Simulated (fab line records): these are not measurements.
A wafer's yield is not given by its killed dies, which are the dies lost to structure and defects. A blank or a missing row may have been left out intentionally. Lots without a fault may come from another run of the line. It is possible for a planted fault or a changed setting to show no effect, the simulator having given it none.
fab line records ; flow n5-finfet
record: lots: 5; wafers: 15; last-day: 19
route steps=1938 shown DUMMY_GATE@255 SPACER0@258 SD_EPI_N@262
lots with no fault: from the same line, run without faults
start-h: hours from the record's first day to the start of the lot's first wafer shown ; wait-h: time in hours since the lot's previous step ; " identical to the entry in the row above ; L1.1+2: a row that stands for several wafers ; - no value present, or no start provided ; * or withheld: withheld ; < > ~ a bound
route shown NAME@n: names a module that has steps shown in the file, with the first one's number in the route ; usual: mean and standard deviation over wafers with no fault ; same: alike in all rows ; chamber/n: place in a boat ; sites: readings site by site ; _std_site: the values' standard deviation ; _edge_site: inner sites' mean taken away from outer sites' mean ; radius-mm: for every site, how far away it sits from the centre of the wafer ; mask NAME#n: copy n ; behind: the most recent tool/chamber to have shaped the wafer ; hold: reason for holding the lot/hours on hold/outcome of the hold ; device: which transistor (n, p or np) failed to switch ; end of line: tests of these same wafers at the route's end ; step lacking rows: just its recipe ; killed: count of dies lost to structure and defects at first sort (not the wafer's yield) ; map: dies across one wafer; x = killed, . = not, _ = none there
set.NAME: the run value of the setting; set.NAME@STEP: its run value at that earlier step ; model.NAME: the simulator's own value behind a step, which no gauge read
lots at selected steps of the route; one table per step, one row per wafer
services: when a tool's chamber went out of use (start-h, in hours from the record's first day, below 0 if earlier), for how many hours, and the reason
== steps ==
step: N5_DUMMY_GATE_SRD_26
recipe: dry: ipa-marangoni; time-s: 30; temp-c: 23; rinse-liquid: diw
lot.wafer;tool;chamber;start-h;wait-h
L080.3+4+5;wet-bench-03;2,7,5;82.64;0.0
L085.1+2+6;wet-bench-06;2,6,1;113.68;0.0
L092.2+5+6;wet-bench-01;4,5,3;154.38;0.0
L094.2+4+6;wet-bench-06;6,5,7;167.36;0.0
L096.1+2+4;wet-bench-01;7,0,5;178.63;0.0
step: N5_DUMMY_GATE_UV_OZONE_45
recipe: time-s: 120; pressure-torr: 760; temp-c: 25
lot.wafer;tool;chamber;start-h;wait-h
L080.3+4+5;wet-bench-03;2,7,5;82.66;0.0
L085.1+2+6;wet-bench-06;2,6,1;113.70;0.0
L092.2+5+6;wet-bench-01;4,5,3;154.39;0.0
L094.2+4+6;wet-bench-06;6,5,7;167.37;0.0
L096.1+2+4;wet-bench-01;7,0,5;178.65;0.0
step: N5_DUMMY_GATE_INSPECT_27
recipe: inspect-instrument: brightfield; mode: aei
usual: raw-defect-count: 289/73
lot.wafer;tool;chamber;start-h;wait-h;raw-defect-count
L080.3;defect-inspect-02;-;82.72;0.0;266
L080.4;defect-inspect-02;-;82.72;0.0;304
L080.5;defect-inspect-02;-;82.72;0.0;345
L085.1;defect-inspect-01;-;113.76;0.0;321
L085.2;defect-inspect-01;-;113.76;0.0;376
L085.6;defect-inspect-01;-;113.76;0.0;354
L092.2;defect-inspect-01;-;154.45;0.0;315
L092.5;defect-inspect-01;-;154.45;0.0;316
L092.6;defect-inspect-01;-;154.45;0.0;307
L094.2;defect-inspect-01;-;167.43;0.0;282
L094.4;defect-inspect-01;-;167.43;0.0;283
L094.6;defect-inspect-01;-;167.43;0.0;344
L096.1;defect-inspect-02;-;178.70;0.0;311
L096.2;defect-inspect-02;-;178.70;0.0;338
L096.4;defect-inspect-02;-;178.70;0.0;284
step: N5_SPACER0_ALD_07
recipe: material: SiNx; target-thk-a: 20; temp-c: 400; ald-precursor-family: SiH2I2; ald-co-reactant: N2/H2-plasma; pressure-torr: 2
usual: chamber-pressure-Torr: 1.999/0.0043; heater-power-w: 848/65
lot.wafer;tool;chamber;start-h;wait-h;chamber-pressure-Torr;heater-power-w
L080.3;ald-sin-03;3;83.24;0.5;1.993;892
L080.4;ald-sin-03;0;83.24;0.5;1.998;927
L080.5;ald-sin-03;3;83.24;0.5;2.000;879
L085.1;ald-sin-02;1;114.17;0.4;1.997;894
L085.2;ald-sin-02;3;114.17;0.4;1.997;887
L085.6;ald-sin-02;2;114.17;0.4;2.003;780
L092.2;ald-sin-02;1;154.49;0.0;2.006;885
L092.5;ald-sin-02;0;154.49;0.0;1.996;791
L092.6;ald-sin-02;1;154.49;0.0;2.007;909
L094.2;ald-sin-02;2;167.47;0.0;1.996;772
L094.4;ald-sin-02;1;167.47;0.0;2.004;899
L094.6;ald-sin-02;2;167.47;0.0;2.000;771
L096.1;ald-sin-04;2;178.74;0.0;1.995;743
L096.2;ald-sin-04;3;178.74;0.0;2.007;850
L096.4;ald-sin-04;3;178.74;0.0;2.006;876
step: N5_SPACER0_ALD_00
recipe: material: SiOCN; target-thk-a: 35; temp-c: 400; ald-precursor-family: alkyl-aminosilane; ald-co-reactant: O2/N2-plasma; pulse-time-s: 3; purge-time-s: 2; co-reactant-purge-time-s: 2; ald-cycles: 58; pressure-torr: 2
usual: chamber-pressure-Torr: 2.000/0.0046; heater-power-w: 849/67; precursor-pulse-height-rel: 1.000/0.02
lot.wafer;tool;chamber;start-h;wait-h;chamber-pressure-Torr;heater-power-w;precursor-pulse-height-rel
L080.3;ald-sin-03;3;83.40;0.1;1.999;893;0.980
L080.4;ald-sin-03;0;83.40;0.1;2.008;919;1.036
L080.5;ald-sin-03;3;83.40;0.1;2.008;864;1.027
L085.1;ald-sin-02;1;114.32;0.1;1.997;908;1.022
L085.2;ald-sin-02;3;114.32;0.1;2.002;905;0.997
L085.6;ald-sin-02;2;114.32;0.1;2.001;777;0.971
L092.2;ald-sin-02;1;154.64;0.1;2.003;903;0.972
L092.5;ald-sin-02;0;154.64;0.1;2.003;769;0.984
L092.6;ald-sin-02;1;154.64;0.1;2.003;885;0.987
L094.2;ald-sin-02;2;167.62;0.1;2.003;779;1.006
L094.4;ald-sin-02;1;167.62;0.1;2.005;890;0.981
L094.6;ald-sin-02;2;167.62;0.1;1.998;752;0.975
L096.1;ald-sin-04;2;178.89;0.1;2.000;766;1.013
L096.2;ald-sin-04;3;178.89;0.1;2.001;877;1.015
L096.4;ald-sin-04;3;178.89;0.1;2.010;875;1.034
step: N5_SPACER0_ALD_08
recipe: material: SiNx; target-thk-a: 20; temp-c: 400; ald-precursor-family: SiH2I2; ald-co-reactant: N2/H2-plasma; pressure-torr: 2
usual: chamber-pressure-Torr: 2.001/0.0045; heater-power-w: 849/65
lot.wafer;tool;chamber;start-h;wait-h;chamber-pressure-Torr;heater-power-w
L080.3;ald-sin-03;3;83.65;0.1;1.994;893
L080.4;ald-sin-03;0;83.65;0.1;1.998;907
L080.5;ald-sin-03;3;83.65;0.1;1.991;895
L085.1;ald-sin-02;1;114.58;0.1;2.004;899
L085.2;ald-sin-02;3;114.58;0.1;1.995;903
L085.6;ald-sin-02;2;114.58;0.1;2.001;774
L092.2;ald-sin-02;1;154.90;0.1;1.999;881
L092.5;ald-sin-02;0;154.90;0.1;1.996;793
L092.6;ald-sin-02;1;154.90;0.1;1.996;898
L094.2;ald-sin-02;2;167.88;0.1;1.995;796
L094.4;ald-sin-02;1;167.88;0.1;2.000;903
L094.6;ald-sin-02;2;167.88;0.1;2.003;780
L096.1;ald-sin-04;2;179.15;0.1;1.999;751
L096.2;ald-sin-04;3;179.15;0.1;1.997;857
L096.4;ald-sin-04;3;179.15;0.1;1.992;862
step: N5_SPACER0_INSPECT_04
recipe: inspect-instrument: darkfield; mode: post-dep
usual: raw-defect-count: 136/32
lot.wafer;tool;chamber;start-h;wait-h;raw-defect-count
L080.3;defect-inspect-02;-;83.81;0.1;136
L080.4;defect-inspect-02;-;83.81;0.1;130
L080.5;defect-inspect-02;-;83.81;0.1;157
L085.1;defect-inspect-02;-;114.73;0.1;168
L085.2;defect-inspect-02;-;114.73;0.1;180
L085.6;defect-inspect-02;-;114.73;0.1;238
L092.2;defect-inspect-01;-;155.05;0.1;142
L092.5;defect-inspect-01;-;155.05;0.1;106
L092.6;defect-inspect-01;-;155.05;0.1;159
L094.2;defect-inspect-01;-;168.04;0.1;119
L094.4;defect-inspect-01;-;168.04;0.1;137
L094.6;defect-inspect-01;-;168.04;0.1;141
L096.1;defect-inspect-01;-;179.31;0.1;114
L096.2;defect-inspect-01;-;179.31;0.1;143
L096.4;defect-inspect-01;-;179.31;0.1;126
step: N5_SD_EPI_N_COAT_32
recipe: resist: SOC; temp-c: 250; time-s: 60; spin-rpm: 1500; resist-thk-nm: 350
lot.wafer;tool;chamber;start-h;wait-h
L080.3+4+5;litho-track-01;0;83.84;0.0
L085.1+2+6;litho-track-02;0;114.76;0.0
L092.2+5+6;litho-track-04;0;155.09;0.0
L094.2+4+6;litho-track-01;0;168.07;0.0
L096.1+2+4;litho-track-02;0;179.34;0.0
step: N5_SD_EPI_N_COAT_33
recipe: resist: SiARC; temp-c: 220; time-s: 60; spin-rpm: 1500; resist-thk-nm: 35
lot.wafer;tool;chamber;start-h;wait-h
L080.3+4+5;litho-track-01;0;-;-
L085.1+2+6;litho-track-02;0;-;-
L092.2+5+6;litho-track-04;0;-;-
L094.2+4+6;litho-track-01;0;-;-
L096.1+2+4;litho-track-02;0;-;-
step: N5_SD_EPI_N_COAT_03
recipe: resist: CAR-ArF-block; spin-rpm: 1500; resist-thk-nm: 150
lot.wafer;tool;chamber;start-h;wait-h
L080.3+4+5;litho-track-01;0;-;-
L085.1+2+6;litho-track-02;0;-;-
L092.2+5+6;litho-track-04;0;-;-
L094.2+4+6;litho-track-01;0;-;-
L096.1+2+4;litho-track-02;0;-;-
step: N5_SD_EPI_N_EBR_05
recipe: solvent: PGMEA; ebr-width-mm: 1.5
lot.wafer;tool;chamber;start-h;wait-h
L080.3+4+5;litho-track-01;0;-;-
L085.1+2+6;litho-track-02;0;-;-
L092.2+5+6;litho-track-04;0;-;-
L094.2+4+6;litho-track-01;0;-;-
L096.1+2+4;litho-track-02;0;-;-
step: N5_SD_EPI_N_SOFTBAKE_04
recipe: temp-c: 110; time-s: 60; resist: CAR-ArF-block
lot.wafer;tool;chamber;start-h;wait-h
L080.3+4+5;litho-track-01;0;-;-
L085.1+2+6;litho-track-02;0;-;-
L092.2+5+6;litho-track-04;0;-;-
L094.2+4+6;litho-track-01;0;-;-
L096.1+2+4;litho-track-02;0;-;-
step: N5_SD_EPI_N_EXPOSE_06
recipe: mask-id: SD_N_BLK; na: 1.35; source-shape: conventional; sigma-outer: 0.8; polarization: unpolarized; target-cd-nm: 120; dose-mj: 39.75
lot.wafer;tool;chamber;start-h;wait-h;mask
L080.3+4+5;arfi-scanner-01;0;84.10;-;SD_N_BLK#0
L085.1+2+6;arfi-scanner-03;0;114.88;-;SD_N_BLK#0
L092.2+5+6;arfi-scanner-01;0;155.21;-;SD_N_BLK#0
L094.2+4+6;arfi-scanner-01;0;168.32;-;SD_N_BLK#0
L096.1+2+4;arfi-scanner-01;0;179.58;-;SD_N_BLK#0
step: N5_SD_EPI_N_PEB_07
recipe: peb-temp-c: 110; peb-time-s: 60; resist: CAR-ArF-block
lot.wafer;tool;chamber;start-h;wait-h
L080.3+4+5;litho-track-02;0;84.14;0.0
L085.1+2+6;litho-track-04;0;114.94;0.1
L092.2+5+6;litho-track-04;0;155.26;0.0
L094.2+4+6;litho-track-02;0;168.37;0.0
L096.1+2+4;litho-track-01;0;179.64;0.1
step: N5_SD_EPI_N_DEVELOP_08
recipe: develop-time-s: 30; developer: TMAH; resist: CAR-ArF-block; dev-temp-c: 23; rinse-liquid: diw; dry: air-spin
lot.wafer;tool;chamber;start-h;wait-h
L080.3+4+5;litho-track-02;0;-;-
L085.1+2+6;litho-track-04;0;-;-
L092.2+5+6;litho-track-04;0;-;-
L094.2+4+6;litho-track-02;0;-;-
L096.1+2+4;litho-track-01;0;-;-
step: N5_SD_EPI_N_CD_MEAS_09
recipe: target-cd-nm: 120; landing-energy-ev: 500; detector: se-inlens
usual: cd-nm: 120.0/0.76
lot.wafer;tool;chamber;start-h;wait-h;cd-nm
L080.3;cd-sem-01;0;84.21;-;121.3
L080.4;cd-sem-01;0;84.21;-;119.7
L080.5;cd-sem-01;0;84.21;-;119.4
L085.1;cd-sem-03;0;115.01;-;119.8
L085.2;cd-sem-03;0;115.01;-;119.2
L085.6;cd-sem-03;0;115.01;-;120.1
L092.2;cd-sem-02;0;155.33;-;119.3
L092.5;cd-sem-02;0;155.33;-;120.4
L092.6;cd-sem-02;0;155.33;-;119.5
L094.2;cd-sem-01;0;168.44;-;119.6
L094.4;cd-sem-01;0;168.44;-;120.8
L094.6;cd-sem-01;0;168.44;-;120.0
L096.1;cd-sem-01;0;179.71;-;118.9
L096.2;cd-sem-01;0;179.71;-;120.9
L096.4;cd-sem-01;0;179.71;-;119.7
step: N5_SD_EPI_N_OVL_MEAS_10
recipe: points-per-wafer: 44
usual: SD_N_BLK_OVL: 0.4/0.72
same: points-per-wafer: 44
lot.wafer;tool;chamber;start-h;wait-h;SD_N_BLK_OVL[nm]
L080.3;overlay-02;0;84.24;0.0;1.6
L080.4;overlay-02;0;84.24;0.0;1.1
L080.5;overlay-02;0;84.24;0.0;0.7
L085.1;overlay-01;0;115.04;0.0;-0.7
L085.2;overlay-01;0;115.04;0.0;1.2
L085.6;overlay-01;0;115.04;0.0;1.1
L092.2;overlay-01;0;155.36;0.0;1.5
L092.5;overlay-01;0;155.36;0.0;0.5
L092.6;overlay-01;0;155.36;0.0;1.2
L094.2;overlay-02;0;168.47;0.0;0.3
L094.4;overlay-02;0;168.47;0.0;1.7
L094.6;overlay-02;0;168.47;0.0;1.3
L096.1;overlay-01;0;179.74;0.0;1.6
L096.2;overlay-01;0;179.74;0.0;-0.1
L096.4;overlay-01;0;179.74;0.0;1.5
step: N5_SD_EPI_N_INSPECT_11
recipe: mode: adi; inspect-instrument: macro
usual: raw-defect-count: 2.0/1.4
lot.wafer;tool;chamber;start-h;wait-h;raw-defect-count
L080.3;defect-inspect-01;-;84.26;0.0;2
L080.4;defect-inspect-01;-;84.26;0.0;3
L080.5;defect-inspect-01;-;84.26;0.0;4
L085.1;defect-inspect-02;-;115.06;0.0;3
L085.2;defect-inspect-02;-;115.06;0.0;1
L085.6;defect-inspect-02;-;115.06;0.0;2
L092.2;defect-inspect-02;-;155.38;0.0;2
L092.5;defect-inspect-02;-;155.38;0.0;2
L092.6;defect-inspect-02;-;155.38;0.0;2
L094.2;defect-inspect-01;-;168.49;0.0;1
L094.4;defect-inspect-01;-;168.49;0.0;0
L094.6;defect-inspect-01;-;168.49;0.0;3
L096.1;defect-inspect-02;-;179.76;0.0;0
L096.2;defect-inspect-02;-;179.76;0.0;4
L096.4;defect-inspect-02;-;179.76;0.0;0
== services ==
tool;chamber;start-h;hours;kind
arfi-scanner-01;0;59.64;-;calibration
ald-sin-03;-;75.91;1.0;repair
ald-sin-04;-;85.25;14.0;pm
ald-sin-04;0;85.25;14.0;vent-cycle
ald-sin-04;1;85.25;14.0;vent-cycle
ald-sin-04;2;85.25;14.0;vent-cycle
ald-sin-04;3;85.25;14.0;vent-cycle
arfi-scanner-03;-;86.37;1.3;pm
arfi-scanner-03;-;87.67;0.8;pm
ald-sin-02;0;95.73;15.3;repair
ald-sin-04;0;99.25;-;clean
ald-sin-04;1;99.25;-;clean
ald-sin-04;2;99.25;-;clean
arfi-scanner-03;-;99.57;1.0;pm
arfi-scanner-01;-;105.51;4.9;pm
wet-bench-06;-;114.05;3.1;repair
arfi-scanner-01;-;118.40;1.3;pm
arfi-scanner-01;-;119.70;1.0;pm
arfi-scanner-03;-;123.68;32.1;repair
litho-track-04;-;144.97;-;consumable-replace:filter
ald-sin-04;-;155.76;12.3;repair
arfi-scanner-01;-;155.77;0.8;pm
arfi-scanner-01;-;166.62;1.0;pm
ald-sin-03;-;178.85;14.0;pm
== key ==
fault none
